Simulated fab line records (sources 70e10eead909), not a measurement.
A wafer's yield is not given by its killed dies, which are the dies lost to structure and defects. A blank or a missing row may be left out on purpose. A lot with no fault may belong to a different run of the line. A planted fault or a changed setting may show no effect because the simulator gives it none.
What tool caused it? | flow nand harc | 42 wafers from 14 lots sampled at 4 of the route's 1302 steps

## WHAT EACH GAUGE READ, for each wafer
The record holds no reading of a measuring or inspecting step that can be judged against a usual standard deviation.

## EACH LOT AND THE TOOL THAT RAN IT (in order: tool; ch and the chambers of the sampled wafers; start)
lot  | NHARC_A_STAIRCASE_ETCH_227                    | NHARC_A_STAIRCASE_TRIM_229         | NHARC_A_STAIRCASE_ETCH_234     | NHARC_A_STAIRCASE_TRIM_235
L173 | rie diel-09 ch 0,1, day 16 02:23 or earlier   | rie diel-12 ch 0,1, day 16 02:23   | rie diel-12 ch 1,2, no start   | rie diel-12 ch 0,2,3, no start
L174 | rie diel-09 ch 1,2,3, day 16 02:50 or earlier | rie diel-09 ch 0,1,3, day 16 02:50 | rie diel-09 ch 0,2,3, no start | rie diel-09 ch 0,2,3, no start
L175 | rie diel-09 ch 0,1,2, day 17 00:45 or earlier | rie diel-12 ch 1,2,3, day 17 00:45 | rie diel-12 ch 0,1,2, no start | rie diel-12 ch 0,1,2, no start
L177 | rie diel-12 ch 0,1,3, day 17 10:34 or earlier | rie diel-12 ch 1,2, day 17 10:34   | rie diel-12 ch 0,1,2, no start | rie diel-12 ch 1,3, no start
L176 | rie diel-12 ch 1,2, day 17 16:44 or earlier   | rie diel-05 ch 0,1, day 17 16:44   | rie diel-05 ch 0,1,2, no start | rie diel-05 ch 0,2,3, no start
L178 | rie diel-12 ch 0,1,3, day 18 09:25 or earlier | rie diel-12 ch 0,1,2, day 18 09:25 | rie diel-12 ch 0,1,2, no start | rie diel-12 ch 0,1,3, no start
L179 | rie diel-05 ch 2,3, day 18 14:12 or earlier   | rie diel-12 ch 1,2, day 18 14:12   | rie diel-12 ch 1,2,3, no start | rie diel-12 ch 0,1,3, no start
L181 | rie diel-05 ch 1,2,3, day 19 04:41 or earlier | rie diel-12 ch 0,3, day 19 04:41   | rie diel-12 ch 0,2,3, no start | rie diel-12 ch 0,2,3, no start
L182 | rie diel-05 ch 0,1,2, day 19 18:37 or earlier | rie diel-05 ch 0,1,3, day 19 18:37 | rie diel-05 ch 1,2,3, no start | rie diel-05 ch 2,3, no start
L185 | rie diel-12 ch 0,2, day 21 12:23 or earlier   | rie diel-12 ch 1,2, day 21 12:23   | rie diel-12 ch 1,3, no start   | rie diel-12 ch 1,2, no start
L186 | rie diel-09 ch 1,2, day 22 11:29 or earlier   | rie diel-12 ch 0,1,2, day 22 11:29 | rie diel-12 ch 1,2, no start   | rie diel-12 ch 0,1, no start
L193 | rie diel-12 ch 0,1,3, day 24 06:16 or earlier | rie diel-05 ch 0,1,3, day 24 06:16 | rie diel-05 ch 0,2,3, no start | rie diel-05 ch 0,1,3, no start
L195 | rie diel-05 ch 0,2,3, day 25 04:22 or earlier | rie diel-12 ch 0,1,2, day 25 04:22 | rie diel-12 ch 0,1, no start   | rie diel-12 ch 0,2,3, no start
L194 | rie diel-09 ch 0,3, day 25 09:29 or earlier   | rie diel-12 ch 0,1,2, day 25 09:29 | rie diel-12 ch 0,3, no start   | rie diel-12 ch 0,2,3, no start
- NHARC_A_STAIRCASE_ETCH_227: etches the open film in C4F8/O2, target depth 100 nm, time 40.5 s.
- NHARC_A_STAIRCASE_TRIM_229: chemistry O2, time 211.2 s.
- NHARC_A_STAIRCASE_ETCH_234: etches the open film in C4F8/O2, target depth 100 nm, time 40.5 s.
- NHARC_A_STAIRCASE_TRIM_235: chemistry O2, time 211.2 s.

## WHAT THE TOOLS THEMSELVES READ (means of the sampled wafers that have a number; where no wafer has one, the mark that the record gives instead)
NHARC_A_STAIRCASE_ETCH_227.
lot  | tool        | oes product au (a.u.) | rf vpp V (V)
L173 | rie diel-09 | 0.954                 | 894
L174 | rie diel-09 | 0.938                 | 902
L175 | rie diel-09 | 0.936                 | 900
L177 | rie diel-12 | 0.944                 | 900
L176 | rie diel-12 | 0.962                 | 901
L178 | rie diel-12 | 0.949                 | 899
L179 | rie diel-05 | 0.954                 | 893
L181 | rie diel-05 | 0.946                 | 892
L182 | rie diel-05 | 0.952                 | 894
L185 | rie diel-12 | 0.954                 | 901
L186 | rie diel-09 | 0.937                 | 903
L193 | rie diel-12 | 0.953                 | 899
L195 | rie diel-05 | 0.938                 | 893
L194 | rie diel-09 | 0.948                 | 891

NHARC_A_STAIRCASE_TRIM_229.
lot  | tool        | drypump motor current A (A) | o2 flow sccm (sccm) | oes product au (a.u.) | rf vpp V (V) | run length s (s) | showerhead plenum p Torr (Torr) | throttle valve pct (%)
L173 | rie diel-12 | 5.5                         | 499.1               | 1.013                 | 58.1         | 232.5            | 3.77                            | 17.033
L174 | rie diel-09 | 6.0                         | 500.1               | 1.010                 | 58.7         | 232.4            | 3.56                            | 17.040
L175 | rie diel-12 | 5.3                         | 500.2               | 1.020                 | 58.7         | 232.3            | 3.58                            | 17.034
L177 | rie diel-12 | 5.3                         | 500.3               | 1.023                 | 59.1         | 232.2            | 3.72                            | 17.047
L176 | rie diel-05 | 5.4                         | 500.2               | 0.998                 | 58.6         | 232.1            | 3.51                            | 17.042
L178 | rie diel-12 | 5.7                         | 499.6               | 1.003                 | 58.1         | 232.8            | 3.70                            | 17.033
L179 | rie diel-12 | 5.3                         | 501.0               | 1.016                 | 57.9         | 232.3            | 3.72                            | 17.028
L181 | rie diel-12 | 5.7                         | 500.2               | 1.002                 | 57.6         | 232.8            | 3.60                            | 17.036
L182 | rie diel-05 | 5.3                         | 499.6               | 1.000                 | 57.9         | 232.4            | 3.45                            | 17.034
L185 | rie diel-12 | 5.3                         | 499.2               | 1.022                 | 58.3         | 280.6            | 3.71                            | 17.032
L186 | rie diel-12 | 5.7                         | 500.7               | 1.013                 | 57.3         | 256.6            | 3.68                            | 17.036
L193 | rie diel-05 | 5.3                         | 499.6               | 0.994                 | 57.2         | 232.8            | 3.43                            | 17.046
L195 | rie diel-12 | 5.7                         | 499.4               | 1.015                 | 59.5         | 232.3            | 3.67                            | 17.046
L194 | rie diel-12 | 5.7                         | 499.4               | 1.015                 | 58.2         | 232.5            | 3.67                            | 17.030

NHARC_A_STAIRCASE_ETCH_234.
lot  | tool        | oes product au (a.u.) | rf vpp V (V)
L173 | rie diel-12 | 0.967                 | 904
L174 | rie diel-09 | 0.951                 | 897
L175 | rie diel-12 | 0.961                 | 903
L177 | rie diel-12 | 0.957                 | 902
L176 | rie diel-05 | 0.936                 | 895
L178 | rie diel-12 | 0.952                 | 902
L179 | rie diel-12 | 0.965                 | 898
L181 | rie diel-12 | 0.959                 | 897
L182 | rie diel-05 | 0.944                 | 892
L185 | rie diel-12 | 0.962                 | 899
L186 | rie diel-12 | 0.955                 | 902
L193 | rie diel-05 | 0.959                 | 894
L195 | rie diel-12 | 0.946                 | 902
L194 | rie diel-12 | 0.953                 | 894

NHARC_A_STAIRCASE_TRIM_235.
lot  | tool        | drypump motor current A (A) | o2 flow sccm (sccm) | oes product au (a.u.) | rf vpp V (V) | run length s (s) | showerhead plenum p Torr (Torr) | throttle valve pct (%)
L173 | rie diel-12 | 5.6                         | 500.8               | 0.994                 | 57.5         | 232.35           | 3.57                            | 17.041
L174 | rie diel-09 | 5.9                         | 500.6               | 1.004                 | 57.5         | 232.46           | 3.57                            | 17.040
L175 | rie diel-12 | 5.7                         | 500.1               | 1.011                 | 58.1         | 232.40           | 3.71                            | 17.041
L177 | rie diel-12 | 5.1                         | 500.3               | 1.013                 | 58.1         | 232.46           | 3.50                            | 17.036
L176 | rie diel-05 | 5.8                         | 500.2               | 0.990                 | 58.3         | 232.28           | 3.48                            | 17.037
L178 | rie diel-12 | 5.4                         | 499.2               | 1.014                 | 58.0         | 232.52           | 3.62                            | 17.036
L179 | rie diel-12 | 5.5                         | 499.8               | 1.001                 | 57.9         | 232.56           | 3.62                            | 17.029
L181 | rie diel-12 | 5.6                         | 500.0               | 1.011                 | 56.9         | 232.51           | 3.55                            | 17.030
L182 | rie diel-05 | 6.3                         | 500.5               | 1.005                 | 58.3         | 232.48           | 3.45                            | 17.041
L185 | rie diel-12 | 5.3                         | 499.1               | 1.015                 | 58.4         | 232.43           | 3.71                            | 17.047
L186 | rie diel-12 | 5.5                         | 499.5               | 1.014                 | 58.5         | 232.54           | 3.74                            | 17.050
L193 | rie diel-05 | 5.3                         | 500.6               | 0.993                 | 56.9         | 232.48           | 3.43                            | 17.030
L195 | rie diel-12 | 5.6                         | 498.4               | 1.007                 | 59.0         | 232.75           | 3.53                            | 17.045
L194 | rie diel-12 | 5.6                         | 501.0               | 1.005                 | 57.7         | 232.38           | 3.53                            | 17.040

## THE ANSWER, worked out from the rows above alone
Rule: usual is defined by the lots themselves. The widest of any qualifying gaps counts: lots, ordered by their means at a reading, are off when they make up no more than a third of the lots, leave a main group of 4 or more, and stand apart from it by 3 or more times the standard deviation of that group's means. A main group is skipped when, at the precision printed for the reading in the tables above, its means are all equal. Also off: a lot with no number at a reading for which 4 or more lots have one. The other lots that the step has rows for count as sound. Order of review: gauges by route order, followed by the tools' own readings, for which a lot's mean as printed above is used. At the first step where some lot is off, the reading lying furthest off is the one used; lots without a number count as furthest.
Off: L185, L186, at NHARC_A_STAIRCASE_TRIM_229 (run length s). Main group: mean 232.5 s, sd 0.23.
A tool fits if, at that step or a process step before it, it ran every lot that is off, and no sound lot after the first of them. Because NHARC_A_STAIRCASE_ETCH_227 lacks a start for some lots, the hours and order of its lots are taken from NHARC_A_STAIRCASE_TRIM_229. Not one of the candidates tried fits.

## WHAT THE SIMULATOR HAD INSERTED
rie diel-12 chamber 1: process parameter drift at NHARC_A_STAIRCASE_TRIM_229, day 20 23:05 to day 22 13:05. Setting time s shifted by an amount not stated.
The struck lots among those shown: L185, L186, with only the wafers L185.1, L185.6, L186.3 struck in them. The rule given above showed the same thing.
